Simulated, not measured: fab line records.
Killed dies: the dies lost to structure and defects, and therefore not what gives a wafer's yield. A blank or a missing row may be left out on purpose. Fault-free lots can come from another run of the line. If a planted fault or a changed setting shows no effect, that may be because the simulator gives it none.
A lot that was struck, set against a sound lot :: flow n5 finfet :: 33 out of 1938 route steps
Sound: the wafers L433.1, L433.4, L433.6. Struck: wafers L444.2, L444.3, L444.5. Last of all comes the cause.
At each step with rows: each side's tool, then ch and its chambers, then its first start. Under that, the readings that differ: sound wafers :: struck wafers :: difference of the means :: sigmas: that difference in standard deviations of wafers without a fault.
alike: readings with means less than 2 such deviations apart, plus words and numbers identical on both sides. not compared: withheld readings, readings lacking a value on some wafer, bounds such as >300 that could conceal the same value, and numbers that have no deviation in the record and whose values overlap.
The two part at a step that has a row with sigmas, a row that says differs or no value, or rows on one side only. When numbers do not overlap yet have no deviation, they are printed without sigmas and do not part them. A reading missing from all wafers of one side parts the sides only when that side holds two or more wafers.

first, 9 steps without rows for these wafers: N5_HKMG_FIN_PEB_47 (peb time 60 s); N5_HKMG_FIN_DEVELOP_48 (develop time 30 s); N5_HKMG_FIN_DESCUM_53 (chemistry O2, time 7.9 s); N5_HKMG_FIN_ETCH_54 (etches SiARC in CF4, target depth 45.5 nm, time 75.8 s); N5_HKMG_FIN_ETCH_55 (etches SOC in N2/H2, target depth 240 nm, time 300 s); N5_HKMG_FIN_STRIP_56 (strips in N2/H2); N5_HKMG_FIN_STRIP_57 (strips in CF4); N5_HKMG_FIN_ETCH_58 (etches SOC in N2/H2, target depth 215.8 nm, time 741 s); N5_HKMG_FIN_STRIP_93 (strips SOC in N2/H2, time 20 s).
N5_HKMG_FIN_WET_ETCH_76: etches Al2O3 in dNH4OH, stops on La2O3, target depth 2.25 nm, rinse time 30 s.
  sound on wet bench-06 ch 0,4,6, day 4 05:34; struck on wet bench-06 ch 2,3,4, day 7 04:31
  alike: bath heat duty pct
then, 20 steps without rows for these wafers: N5_HKMG_FIN_STRIP_60 (strips in N2/H2, time 360 s); N5_HKMG_FIN_WET_ETCH_77 (etches La2O3 in dHCl, stops on HfO2, target depth 2 nm); N5_HKMG_FIN_WET_ETCH_78 (etches Al2O3 in dNH4OH, stops on La2O3, target depth 4.5 nm, rinse time 30 s); N5_HKMG_FIN_ALD_79 (deposits TiN, target thk 1.5 nm, pulse time 1 s, purge time 3 s); N5_HKMG_FIN_CVD_62 (deposits a-Si from Si2H6, target thk 3 nm, time 20.8 s); N5_HKMG_FIN_RTA_80 (time 2 s); N5_HKMG_FIN_PRECLEAN_64 (cleans in dHF, time 30 s); N5_HKMG_FIN_WET_ETCH_65 (etches a-Si in TMAH, stops on TiN, time 49 s, target depth 3 nm); N5_HKMG_FIN_WET_ETCH_81 (etches TiN in SC1, stops on HfO2, time 57 s, target depth 6 nm); N5_HKMG_FIN_WET_ETCH_82 (etches La2O3 in dHCl, stops on HfO2, target depth 2 nm, rinse time 30 s); N5_HKMG_FIN_ALD_36 (deposits TiN, target thk 1 nm, pulse time 1 s, purge time 3 s); N5_HKMG_FIN_PWFM_ALD_03 (deposits TiN, target thk 2 nm, pulse time 1 s, purge time 3 s); N5_HKMG_FIN_COAT_29 (time 60 s, resist thk 300 nm); N5_HKMG_FIN_COAT_30 (time 60 s, resist thk 35 nm); N5_HKMG_FIN_COAT_06 (resist thk 90 nm); N5_HKMG_FIN_EBR_08; N5_HKMG_FIN_SOFTBAKE_07 (time 60 s); N5_HKMG_FIN_EXPOSE_09 (exposes mask NWFM); N5_HKMG_FIN_PEB_10 (peb time 60 s); N5_HKMG_FIN_DEVELOP_11 (develop time 30 s).
N5_HKMG_FIN_INSPECT_14: inspects for defects (macro).
  struck on defect inspect-01, day 7 07:15; sound on defect inspect-01, day 4 08:07
reading: raw defect count
sound: 2 1 3
struck: >300 >300 >300
difference: differs
sigmas: 
then, 1 step without rows for these wafers: N5_HKMG_FIN_DESCUM_17 (chemistry O2, time 7.9 s).
-- here the record skips 9 days between the struck wafers' starts before and after, leaving off in module HKMG_FIN and picking up in module PASSIVATION (first step shown: number 1936 of the route) --
N5_PASSIVATION_PROBE_49:
  the record has rows for the struck wafers here (prober-01, day 16 04:18) and none for the sound ones

== WHERE THEY PART ==
Earliest at N5_HKMG_FIN_INSPECT_14; latest, in this record, at N5_PASSIVATION_PROBE_49.

WHY: whatever the simulator had introduced
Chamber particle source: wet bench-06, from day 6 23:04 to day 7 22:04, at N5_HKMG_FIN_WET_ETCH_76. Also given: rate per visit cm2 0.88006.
